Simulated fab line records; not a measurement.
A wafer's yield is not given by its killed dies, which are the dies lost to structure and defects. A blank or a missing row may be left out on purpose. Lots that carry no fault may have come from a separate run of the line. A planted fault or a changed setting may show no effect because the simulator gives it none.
Matching of chambers || flow n5-finfet || 3 sister chambers for N5_BEOL_M4_DEP_57 on pecvd-01
The step deposits SiCN from 3MS/NH3, target thk 8 nm, time 14 s. 3 wafers are shown with their chamber, then 11 later ones without.

## WAFERS, EACH WITH ITS CHAMBER
{"wafer": "L085.3", "chamber": 0, "showerhead-plenum-p-Torr (Torr)": 3.679}
{"wafer": "L085.5", "chamber": 2, "showerhead-plenum-p-Torr (Torr)": 3.651}
{"wafer": "L086.4", "chamber": 1, "showerhead-plenum-p-Torr (Torr)": 3.644}

## WAFERS WITHOUT THEIR CHAMBER
{"wafer": "L086.5", "showerhead-plenum-p-Torr (Torr)": 3.680}
{"wafer": "L086.6", "showerhead-plenum-p-Torr (Torr)": 3.654}
{"wafer": "L088.2", "showerhead-plenum-p-Torr (Torr)": 3.651}
{"wafer": "L088.4", "showerhead-plenum-p-Torr (Torr)": 3.648}
{"wafer": "L088.6", "showerhead-plenum-p-Torr (Torr)": 3.652}
{"wafer": "L089.1", "showerhead-plenum-p-Torr (Torr)": 3.648}
{"wafer": "L089.2", "showerhead-plenum-p-Torr (Torr)": 3.637}
{"wafer": "L089.3", "showerhead-plenum-p-Torr (Torr)": 3.649}
{"wafer": "L097.3", "showerhead-plenum-p-Torr (Torr)": 3.676}
{"wafer": "L097.5", "showerhead-plenum-p-Torr (Torr)": 3.683}
{"wafer": "L097.6", "showerhead-plenum-p-Torr (Torr)": 3.632}

## WHICH CHAMBER EACH ONE RAN IN
{"wafer": "L086.5", "from the rows above": 0, "in truth": 0}
{"wafer": "L086.6", "from the rows above": "can't be placed: 2 or 1", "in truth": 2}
{"wafer": "L088.2", "from the rows above": "can't be placed: 2 or 1", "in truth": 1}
{"wafer": "L088.4", "from the rows above": "can't be placed: 2 or 1", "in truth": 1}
{"wafer": "L088.6", "from the rows above": "can't be placed: 2 or 1", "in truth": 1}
{"wafer": "L089.1", "from the rows above": "can't be placed: 2 or 1", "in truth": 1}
{"wafer": "L089.2", "from the rows above": "can't be placed: 1 or 2", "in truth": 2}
{"wafer": "L089.3", "from the rows above": "can't be placed: 2 or 1", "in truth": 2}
{"wafer": "L097.3", "from the rows above": 0, "in truth": 0}
{"wafer": "L097.5", "from the rows above": 0, "in truth": 0}
{"wafer": "L097.6", "from the rows above": "can't be placed: 1 or 2", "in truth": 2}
Correctly placed: 3 of 11. These rows do not allow placing 8 (true chamber among the candidates in 8). 0 placed wrongly.
How it was worked out, from the rows above alone: a wafer's distance from a chamber is the root of the sum, over the readings, of the square of ((its reading less the chamber's mean) divided by the reading's scatter). If the next closest chamber is less than 2 further off than the closest, the wafer can't be placed; otherwise it belongs to the closest. For every chamber, the mean is computed from those of its wafers that are shown. The scatter: with one shown wafer a chamber, the root of the mean of the squares of how far each hidden wafer lies from its nearest shown one.
